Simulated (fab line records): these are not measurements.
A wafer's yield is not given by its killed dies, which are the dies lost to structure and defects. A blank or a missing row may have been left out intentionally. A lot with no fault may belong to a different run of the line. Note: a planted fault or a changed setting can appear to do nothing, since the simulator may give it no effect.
fab line records	flow nandHarc
record lots=7	wafers=21	lastDay=26
route steps=1159 shown P_GATE@198 END@1159
lots that met no fault: from a run of the same line without faults
startH: hours from the record's first day to the start of the lot's first wafer shown	waitH: hours since the lot's step before	" the same as in the row above	L1.1+2: a single row standing in for several wafers	- no value, or no start was given	* or withheld: withheld	< > ~ a bound
route shown NAME@n: NAME is a module with steps in the file, n the number in the route of the first one	usual: mean/standard deviation of fault-free wafers	same: alike in all rows	chamber/n: place in a boat	sites: readings site by site	_std_site: standard deviation across them	_edge_site: mean of outer sites minus mean of inner sites	radiusMm: how far each site lies from the wafer's centre	mask NAME#n: copy n	behind: the last tool/chamber to shape the wafer	hold: the reason the lot was held/the length of the hold in hours/how it ended	device: the transistor (n, p or np) that didn't switch	end of line: tests of these same wafers at the route's end	a step without rows: its recipe alone	killed: at the first sort, the dies lost to defects and structure; wafer yield is something else	map: a wafer's dies, marking killed ones x, the rest . and places with no die _
set.NAME: the setting as run; set.NAME@STEP: as run at that earlier step	model.NAME: the simulator's own value behind a step, which no gauge read
a table for each step, a row for each wafer; lots at some steps of the route
services: a tool's chamber out of use, with start hour (startH, from the record's first day; less than 0 if before it), hours out, and reason
## steps
# step NHARC_P_GATE_PEB_89
# recipe pebTempC=118	pebTimeS=85
# step NHARC_P_GATE_DEVELOP_90
# recipe timeS=70
# step NHARC_P_GATE_CD_MEAS_91
# recipe targetCdNm=2000	landingEnergyEv=500
# usual cdNm=1998.7/1.3
lot.wafer	tool	chamber	startH	waitH	cdNm
L834.4	cdSem-03	0	151.86	-	1999.9
L834.5	"	0	"	"	1997.1
L834.6	"	0	"	"	1999.9
L835.1	cdSem-02	0	159.66	-	1999.7
L835.2	"	0	"	"	1999.3
L835.3	"	0	"	"	1997.6
L836.1	cdSem-02	0	160.20	-	1998.1
L836.4	"	0	"	"	1998.1
L836.6	"	0	"	"	1999.3
L841.1	cdSem-03	0	196.31	-	1997.4
L841.4	"	0	"	"	1998.3
L841.6	"	0	"	"	1999.8
L842.1	cdSem-01	0	196.67	-	1996.3
L842.2	"	0	"	"	1997.6
L842.6	"	0	"	"	1998.8
L843.3	cdSem-02	0	208.48	-	1999.7
L843.4	"	0	"	"	1999.1
L843.6	"	0	"	"	1997.4
L849.1	cdSem-01	0	242.49	-	1999.2
L849.4	"	0	"	"	1997.8
L849.5	"	0	"	"	1998.5
# step NHARC_P_GATE_HARDBAKE_92
# recipe tempC=125	timeS=80
# step NHARC_P_GATE_DESCUM_93
# recipe timeS=3	o2FlowSccm=200	arFlowSccm=0	biasPowerW=0	chemistry=O2
# usual drypumpMotorCurrentA=5.7/0.51	oesProductAu=1.001/0.011	rfVppV=57.8/0.87	showerheadPlenumPTorr=1.93/0.078	throttleValvePct=11.311/0.0093
# same timeS=3
lot.wafer	tool	chamber	startH	waitH	drypumpMotorCurrentA	oesProductAu	rfHoursCounterH	rfVppV	showerheadPlenumPTorr	throttleValvePct
L834.4	rieDiel-06	2	152.01	-	5.8	1.008	18	57.8	2.03	11.326
L834.5	"	2	"	"	5.7	1.003	-	57.6	2.03	11.312
L834.6	"	3	"	"	6.3	0.988	-	57.6	1.85	11.322
L835.2	rieDiel-09	1	159.82	-	5.7	0.990	26	58.2	1.99	11.305
L835.3	"	3	"	"	4.7	1.006	25	57.4	1.95	11.314
L835.1	"	0	"	"	5.7	0.997	25	58.4	2.02	11.305
L836.4	rieDiel-09	2	160.37	-	5.7	0.989	26	58.7	1.96	11.320
L836.1	"	0	"	"	5.7	1.005	25	58.1	2.02	11.315
L836.6	"	2	"	"	5.8	0.991	-	57.0	1.96	11.324
L841.4	rieDiel-06	0	196.48	-	4.9	1.016	26	57.7	1.83	11.315
L841.1	"	1	"	"	6.0	0.989	27	59.4	1.96	11.316
L841.6	"	0	"	"	4.9	1.019	-	57.1	1.83	11.315
L842.2	rieDiel-06	0	196.83	-	4.9	1.019	26	56.2	1.83	11.309
L842.1	"	1	"	"	6.1	0.988	27	55.0	1.96	11.321
L842.6	"	0	"	"	4.9	1.025	-	56.8	1.83	11.313
L843.3	rieDiel-13	2	208.66	-	5.9	0.992	39	59.2	1.99	11.328
L843.4	"	3	"	"	5.0	0.998	32	57.9	2.01	11.298
L843.6	"	0	"	"	6.2	0.993	-	58.0	1.79	11.313
L849.1	rieDiel-09	3	242.67	-	4.7	1.001	58	57.0	1.94	11.320
L849.4	"	0	"	"	5.7	0.996	59	58.4	2.01	11.296
L849.5	"	1	"	"	5.7	0.984	-	57.9	1.98	11.309
# step NHARC_P_GATE_IMPLANT_94
# recipe energyKev=60	doseCm2=2e+15	tiltDeg=7
# step NHARC_P_GATE_STRIP_113
# recipe powerW=1500	tempC=110	timeS=740	chemistry=N2/H2
# usual drypumpMotorCurrentA=5.9/0.33	heaterPowerW=89/6.6	tempC=109.99/0.13
# same timeS=740
lot.wafer	tool	chamber	startH	waitH	drypumpMotorCurrentA	heaterPowerW	rfHoursCounterH	tempC
L834.4	plasmaAsher-01	1	152.72	0.4	5.9	96	-	110.02
L834.5	"	1	"	"	5.9	95	-	109.75
L834.6	"	0	"	"	6.4	96	-	109.92
L835.2	plasmaAsher-01	1	160.54	0.5	5.9	95	20	109.94
L835.1	"	0	"	"	6.4	94	20	109.95
L835.3	"	0	"	"	6.4	95	-	110.00
L836.1	plasmaAsher-02	1	160.81	0.3	5.9	85	47	110.00
L836.4	"	1	"	"	5.9	89	-	110.15
L836.6	"	0	"	"	5.4	79	-	110.05
L841.1	plasmaAsher-01	0	196.97	0.3	6.4	94	34	110.11
L841.4	"	0	"	"	6.4	94	-	110.03
L841.6	"	1	"	"	5.9	96	-	109.97
L842.1	plasmaAsher-02	1	197.21	0.2	6.0	88	2	110.08
L842.2	"	0	"	"	5.4	80	2	110.09
L842.6	"	0	"	"	5.4	78	-	110.31
L843.4	plasmaAsher-01	1	209.24	0.3	5.9	98	-	110.01
L843.3	"	0	"	"	6.4	94	-	109.84
L843.6	"	0	"	"	6.4	95	-	110.00
L849.1	plasmaAsher-02	0	243.14	0.3	5.4	80	18	110.03
L849.4	"	0	"	"	5.4	81	-	110.06
L849.5	"	0	"	"	5.4	81	-	109.93
# step NHARC_P_GATE_STRIP_95
# recipe powerW=1500	tempC=250	chemistry=O2
# usual drypumpMotorCurrentA=5.9/0.34	heaterPowerW=333/25	tempC=249.99/0.2
lot.wafer	tool	chamber	startH	waitH	drypumpMotorCurrentA	heaterPowerW	rfHoursCounterH	tempC
L834.4	plasmaAsher-01	1	153.21	0.4	5.9	356	-	249.80
L834.5	"	1	"	"	5.9	354	-	249.86
L834.6	"	0	"	"	6.4	346	-	249.94
L835.2	plasmaAsher-01	1	161.26	0.6	5.8	358	21	250.18
L835.1	"	0	"	"	6.4	351	21	250.06
L835.3	"	0	"	"	6.4	353	-	250.31
L836.1	plasmaAsher-02	1	161.52	0.6	6.0	325	48	250.06
L836.4	"	1	"	"	6.0	324	-	250.03
L836.6	"	0	"	"	5.4	287	-	250.20
L841.1	plasmaAsher-01	0	197.57	0.5	6.4	345	35	249.92
L841.4	"	0	"	"	6.4	339	-	250.09
L841.6	"	1	"	"	5.9	359	-	250.26
L842.1	plasmaAsher-02	1	197.92	0.6	6.0	320	3	249.72
L842.2	"	0	"	"	5.4	299	3	250.27
L842.6	"	0	"	"	5.4	294	-	249.89
L843.4	plasmaAsher-01	1	209.74	0.4	5.8	362	-	250.26
L843.3	"	0	"	"	6.4	348	-	249.85
L843.6	"	0	"	"	6.4	343	-	249.82
L849.1	plasmaAsher-02	0	243.76	0.5	5.4	291	19	250.33
L849.4	"	0	"	"	5.4	305	-	250.27
L849.5	"	0	"	"	5.4	306	-	249.87
# step NHARC_P_GATE_STRIP_96
# recipe timeS=900	tempC=130	chemistry=SPM
# step NHARC_P_GATE_RTA_64
# recipe tempC=1050	timeS=1
# usual lampPowerPct=31.6/1	wafer_temp_C_max=1055.7/1.6
# same timeS=1
lot.wafer	tool	chamber	startH	waitH	lampPowerPct	wafer_temp_C_max
L834.4	rtpAnneal-02	0	153.84	-	30.8	1057.3
L834.5	"	0	"	"	30.8	1056.0
L834.6	"	0	"	"	30.9	1056.3
L835.1	rtpAnneal-02	0	161.82	-	30.8	1055.8
L835.2	"	0	"	"	30.9	1055.8
L835.3	"	0	"	"	30.9	1056.4
L836.1	rtpAnneal-01	0	162.08	-	33.0	1054.2
L836.4	"	0	"	"	33.0	1055.2
L836.6	"	0	"	"	33.0	1053.6
L841.1	rtpAnneal-02	0	198.14	-	30.9	1057.5
L841.4	"	0	"	"	30.9	1054.9
L841.6	"	0	"	"	30.8	1058.9
L842.1	rtpAnneal-02	0	198.48	-	30.8	1058.7
L842.2	"	0	"	"	30.8	1055.5
L842.6	"	0	"	"	30.8	1055.3
L843.3	rtpAnneal-02	0	210.34	-	30.8	1055.9
L843.4	"	0	"	"	30.8	1056.5
L843.6	"	0	"	"	30.8	1055.3
L849.1	rtpAnneal-02	0	244.32	-	30.9	1056.8
L849.4	"	0	"	"	30.9	1055.0
L849.5	"	0	"	"	30.9	1057.7
# step NHARC_P_GATE_ETCH_77
# recipe targetDepthA=60	chemistry=dHF	material=SiO2
# step NHARC_P_GATE_DEGAS_109
# recipe tempC=300	timeS=60
# usual heaterPowerW=492/56
# same timeS=60
lot.wafer	tool	chamber	startH	waitH	heaterPowerW
L834.4	pvdSputter-03	-	154.08	0.1	507
L834.6	"	-	"	"	473
L834.5	"	-	"	"	529
L835.1	pvdSputter-03	-	162.13	0.1	469
L835.2	"	-	"	"	502
L835.3	"	-	"	"	508
L836.4	pvdSputter-03	-	162.50	0.2	473
L836.1	"	-	"	"	510
L836.6	"	-	"	"	481
L841.4	pvdSputter-01	-	198.45	0.1	464
L841.1	"	-	"	"	464
L841.6	"	-	"	"	458
L842.2	pvdSputter-01	-	198.80	0.1	477
L842.1	"	-	"	"	463
L842.6	"	-	"	"	483
L843.4	pvdSputter-03	-	210.60	0.1	529
L843.3	"	-	"	"	513
L843.6	"	-	"	"	493
L849.4	pvdSputter-02	-	244.84	0.1	446
L849.1	"	-	"	"	460
L849.5	"	-	"	"	445
# step NHARC_P_GATE_PRE_CLEAN_110
# recipe timeS=30	biasV=200	gas=Ar
# usual biasV=199.7/1.9	timeS=30/0
lot.wafer	tool	chamber	startH	waitH	biasV	timeS
L834.4	pvdSputter-03	-	154.13	-	-	-
L834.6	"	-	"	"	-	-
L834.5	"	-	"	"	-	-
L835.3	pvdSputter-03	-	162.18	-	-	-
L835.1	"	-	"	"	-	-
L835.2	"	-	"	"	-	-
L836.1	pvdSputter-03	-	162.60	-	-	-
L836.4	"	-	"	"	-	-
L836.6	"	-	"	"	-	-
L841.1	pvdSputter-01	-	198.50	-	199.0	30
L841.4	"	-	"	"	199.5	30
L841.6	"	-	"	"	202.5	30
L842.2	pvdSputter-01	-	198.85	-	201.9	30
L842.1	"	-	"	"	202.3	30
L842.6	"	-	"	"	199.8	30
L843.4	pvdSputter-03	-	210.64	-	194.9	30
L843.3	"	-	"	"	200.0	30
L843.6	"	-	"	"	197.3	30
L849.1	pvdSputter-02	-	244.89	-	200.7	30
L849.4	"	-	"	"	199.4	30
L849.5	"	-	"	"	203.1	30
# step NHARC_P_GATE_SPUTTER_78
# recipe targetThkA=100	material=Ni
# step NHARC_END_SORT_01
# recipe tempC=25
# usual killedAtArray=28/9.1	killedAtOther=0.6/0.87	killedAtPeriphery=3.4/2.7	killedDies=32/9	killedOpen=3.2/1.9	killedShort=2.0/1.3
# same grossDies=677
lot.wafer	tool	chamber	startH	waitH	killedAtArray	killedAtOther	killedAtPeriphery	killedDies	killedOpen	killedShort
L834.4	prober-02	0	496.40	3.4	28	0	1	29	4	1
L834.5	prober-02	0	497.20	3.7	33	0	3	36	1	3
L834.6	prober-02	0	498.00	4.0	27	0	5	32	2	2
L843.3	prober-02	0	589.56	3.1	12	0	3	15	0	0
L843.4	prober-02	0	590.36	3.4	21	1	7	29	1	2
L843.6	prober-02	0	591.95	4.0	27	0	8	35	5	2
# killed by level:class
L834.4 A_SLIT:chamberFilmFlake=13 A_WL_FILL:chamberFilmFlake=3 A_CONTACT:chamberFilmFlake=3 A_CHANNEL_HOLE_D1:chamberFilmFlake=2 A_STAIRCASE:chamberFilmFlake=2 P_M2:geometricParticle:open=1 A_SOURCE_PLATE:geometricParticle:open=1 A_SOURCE_PLATE:geometricParticle:short=1
L834.5 A_SLIT:chamberFilmFlake=12 A_CHANNEL_HOLE_D1:chamberFilmFlake=6 A_WL_FILL:chamberFilmFlake=5 A_CONTACT:chamberFilmFlake=5 P_STI:chamberFilmFlake=2 P_M0:geometricParticle:open=1 A_ONON_D1:geometricParticle:short=1 A_CHANNEL_FILL_D1:geometricParticle:short=1
L834.6 A_SLIT:chamberFilmFlake=10 A_WL_FILL:chamberFilmFlake=5 A_BONDPAD:chamberFilmFlake=4 A_CONTACT:chamberFilmFlake=3 P_ZERO_WELL:chamberFilmFlake=2 A_CHANNEL_HOLE_D1:chamberFilmFlake=2 P_GATE:geometricParticle:open=1 P_GATE:geometricParticle:short=1
L843.3 A_SLIT:chamberFilmFlake=8 P_STI:chamberFilmFlake=2 A_CHANNEL_HOLE_D1:chamberFilmFlake=2 A_CONTACT:chamberFilmFlake=2 P_M2:chamberFilmFlake=1
L843.4 A_SLIT:chamberFilmFlake=13 P_STI:chamberFilmFlake=5 A_CHANNEL_HOLE_D1:chamberFilmFlake=5 A_CHANNEL_FILL_D1:geometricParticle:open=1 A_WL_FILL:geometricParticle:short=1 P_GATE:chamberFilmFlake=1 P_M1:chamberFilmFlake=1 STARTING-WAFER:geometricParticle:short=1
L843.6 A_SLIT:chamberFilmFlake=12 A_CHANNEL_HOLE_D1:chamberFilmFlake=7 A_CONTACT:geometricParticle:open=4 P_STI:chamberFilmFlake=4 P_M1:chamberFilmFlake=2 A_CONTACT:chamberFilmFlake=2 P_M0:geometricParticle:open=1 A_SGD_CUT:geometricParticle:short=1
## services
tool	chamber	startH	hours	kind
rieDiel-09	0	135.12	-	clean
rieDiel-09	1	135.12	-	clean
rieDiel-09	2	135.12	-	clean
rieDiel-09	3	135.12	-	clean
rieDiel-06	0	146.83	-	clean
rieDiel-06	1	146.83	-	clean
rieDiel-06	2	146.83	-	clean
rieDiel-06	3	146.83	-	clean
plasmaAsher-02	-	149.63	0.9	repair
pvdSputter-01	-	158.00	10.0	pm
pvdSputter-03	-	167.14	8.3	repair
rieDiel-09	3	178.49	5.0	repair
rieDiel-06	-	178.84	0.5	repair
plasmaAsher-02	-	183.50	9.0	pm
plasmaAsher-02	0	183.50	9.0	ventCycle
plasmaAsher-02	1	183.50	9.0	ventCycle
rieDiel-13	3	189.06	16.4	repair
rieDiel-06	0	191.14	4.7	repair
plasmaAsher-02	0	192.50	-	clean
plasmaAsher-02	1	192.50	-	clean
rieDiel-13	0	195.92	2.4	repair
pvdSputter-02	-	214.01	10.0	pm
rieDiel-06	-	216.77	1.4	repair
rieDiel-06	-	241.23	9.0	pm
## key
firstSign step=NHARC_P_GATE_PRE_CLEAN_110	reading=toolRecord	direction=missing
effect none on later readings
metAt NHARC_P_GATE_PRE_CLEAN_110
struckWafers L834.4,L834.5,L834.6,L835.1,L835.2,L835.3,L836.1,L836.4,L836.6
testerLeftOut L834,L835,L836
fault kind=skippedStepWhole	tool=pvdSputter-03	chamber=-	onsetH=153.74	steps=NHARC_P_GATE_PRE_CLEAN_110	scope=struckLotsOnly
# testerLeftOut: of these lots the tester's yield and bins aren't shown, on N5 and GAA mostly nor the transistor test; their killed dies are dies lost to structure and defects alone, not to doping, threshold or leakage, so they don't give the yield
